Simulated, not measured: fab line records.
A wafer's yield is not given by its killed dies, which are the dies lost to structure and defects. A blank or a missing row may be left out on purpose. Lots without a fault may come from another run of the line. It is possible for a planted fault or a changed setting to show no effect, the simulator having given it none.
Matching of chambers + flow n5 finfet + N5_BEOL_M3_STRIP_36 on rie diel-04 has 4 sister chambers
The step strips in N2/H2. 16 wafers are shown with their chamber, then 8 later ones without.

WAFERS WITH THEIR CHAMBER
| wafer  | chamber | showerhead plenum p Torr (Torr) | drypump motor current A (A) | throttle valve pct (%) |
|--------|---------|---------------------------------|-----------------------------|------------------------|
| L074.1 | 3       | 2.63                            | 6.0                         | 23.24                  |
| L074.2 | 1       | 2.64                            | 6.1                         | 23.74                  |
| L074.3 | 2       | 2.53                            | 5.4                         | 23.46                  |
| L075.1 | 1       | 2.64                            | 6.0                         | 23.73                  |
| L075.3 | 0       | 2.39                            | 6.3                         | 23.69                  |
| L075.5 | 1       | 2.64                            | 6.0                         | 23.71                  |
| L076.1 | 3       | 2.63                            | 5.9                         | 23.24                  |
| L076.4 | 1       | 2.64                            | 6.0                         | 23.72                  |
| L076.5 | 2       | 2.53                            | 5.4                         | 23.41                  |
| L081.1 | 3       | 2.63                            | 5.9                         | 23.22                  |
| L081.3 | 0       | 2.39                            | 6.3                         | 23.71                  |
| L081.5 | 0       | 2.39                            | 6.3                         | 23.69                  |
| L085.2 | 0       | 2.39                            | 6.3                         | 23.74                  |
| L085.3 | 3       | 2.62                            | 6.0                         | 23.30                  |
| L085.4 | 2       | 2.53                            | 5.4                         | 23.46                  |
| L088.2 | 2       | 2.52                            | 5.4                         | 23.47                  |

SIGNATURES, as means of the wafers listed above
| reading                  | chamber 0 | chamber 1 | chamber 2 | chamber 3 | scatter within a chamber |
|--------------------------|-----------|-----------|-----------|-----------|--------------------------|
| showerhead plenum p Torr | 2.3900    | 2.6400    | 2.5275    | 2.6275    | 0.00354                  |
| drypump motor current A  | 6.300     | 6.025     | 5.400     | 5.950     | 0.0382                   |
| throttle valve pct       | 23.7075   | 23.7250   | 23.4500   | 23.2500   | 0.0258                   |
Rule: a wafer's distance from a chamber is the root of the sum, over the readings, of the square of ((its reading less the chamber's mean) divided by the reading's scatter). If the next closest chamber is less than 2 further off than the closest, the wafer can't be placed; otherwise it belongs to the closest. The scatter is the square root of a quotient: the sum, over the shown wafers, of each reading's squared deviation from its chamber's mean, divided by wafers minus chambers.

WAFERS WITH NO CHAMBER GIVEN
| wafer  | showerhead plenum p Torr (Torr) | drypump motor current A (A) | throttle valve pct (%) |
|--------|---------------------------------|-----------------------------|------------------------|
| L088.3 | 2.62                            | 6.1                         | 23.27                  |
| L088.5 | 2.52                            | 5.4                         | 23.47                  |
| L087.2 | 2.62                            | 5.9                         | 23.28                  |
| L087.3 | 2.38                            | 6.3                         | 23.75                  |
| L087.5 | 2.38                            | 6.3                         | 23.71                  |
| L094.2 | 2.63                            | 6.0                         | 23.77                  |
| L094.5 | 2.62                            | 5.9                         | 23.28                  |
| L094.6 | 2.63                            | 6.0                         | 23.79                  |

THE CHAMBER EACH PASSED THROUGH
| wafer  | from the rows above | in truth |
|--------|---------------------|----------|
| L088.3 | 3                   | 3        |
| L088.5 | 2                   | 2        |
| L087.2 | 3                   | 3        |
| L087.3 | 0                   | 0        |
| L087.5 | 0                   | 0        |
| L094.2 | 1                   | 1        |
| L094.5 | 3                   | 3        |
| L094.6 | 1                   | 1        |
Correctly placed: 8 of 8. Number that these rows cannot place: 0. Number placed wrongly: 0.
